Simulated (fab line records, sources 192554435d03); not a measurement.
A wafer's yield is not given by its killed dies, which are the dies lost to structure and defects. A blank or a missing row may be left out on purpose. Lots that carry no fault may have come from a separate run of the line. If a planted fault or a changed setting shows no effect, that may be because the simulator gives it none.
Which tool is to blame?	flow n5-finfet	Sampling: 10 lots, 30 wafers, 2 of 1938 route steps

WHAT THE GAUGES READ, wafer by wafer
N5_SD_EPI_N_CD_MEAS_09: the cd target is 120 nm.
lot	measured	on	cd-nm (nm)
L076	day 3 14:10	cd-sem-03	118.8 118.9 118.9
L078	day 3 23:46	cd-sem-03	120.0 120.6 120.2
L080	day 4 15:42	cd-sem-01	119.1 120.6 118.5
L082	day 4 23:43	cd-sem-01	117.8 118.3 117.5
L084	day 5 10:58	cd-sem-03	117.5 118.0 117.4
L086	day 6 01:01	cd-sem-02	118.4 119.3 119.5
L090	day 7 02:14	cd-sem-03	121.0 121.6 121.0
L093	day 7 20:22	cd-sem-01	118.9 119.5 118.8
L095	day 8 06:09	cd-sem-01	119.7 121.4 121.0
L097	day 8 20:22	cd-sem-03	120.5 120.7 121.1

TOOL THAT RAN EACH LOT (tool first, then ch and the chambers of the sampled wafers, then the start)
lot	N5_DUMMY_GATE_ETCH_29
L076	rie-diel-01 ch 2,3, day 3 11:53
L078	rie-diel-01 ch 0,1,2, day 3 21:34
L080	rie-diel-06 ch 0,3, day 4 12:25
L082	rie-diel-03 ch 0,3, day 4 20:53
L084	rie-diel-06 ch 0,2,3, day 5 08:46
L086	rie-diel-06 ch 0,3, day 5 22:06
L090	rie-diel-01 ch 1,2,3, day 6 23:46
L093	rie-diel-06 ch 1,2,3, day 7 18:13
L095	rie-diel-03 ch 0,1,3, day 8 04:03
L097	rie-diel-06 ch 0,3, day 8 15:29
- N5_DUMMY_GATE_ETCH_29: etches underlayer in N2/H2, target depth 13 nm.

THE ANSWER, worked out from the rows above alone
Rule: the lots themselves supply what counts as usual. The widest of any qualifying gaps counts: lots, ordered by their means at a reading, are off when they make up no more than a third of the lots, leave a main group of 4 or more, and stand apart from it by 3 or more times the standard deviation of that group's means. A main group is skipped when, at the precision printed for the reading in the tables above, its means are all equal. A lot without any number at a reading at which 4 lots or more have one is off too. All remaining lots with rows at the step are treated as sound.
None of the lots is off at any reading shown; this tells nothing.

WHAT HAD BEEN PUT IN BY THE SIMULATOR
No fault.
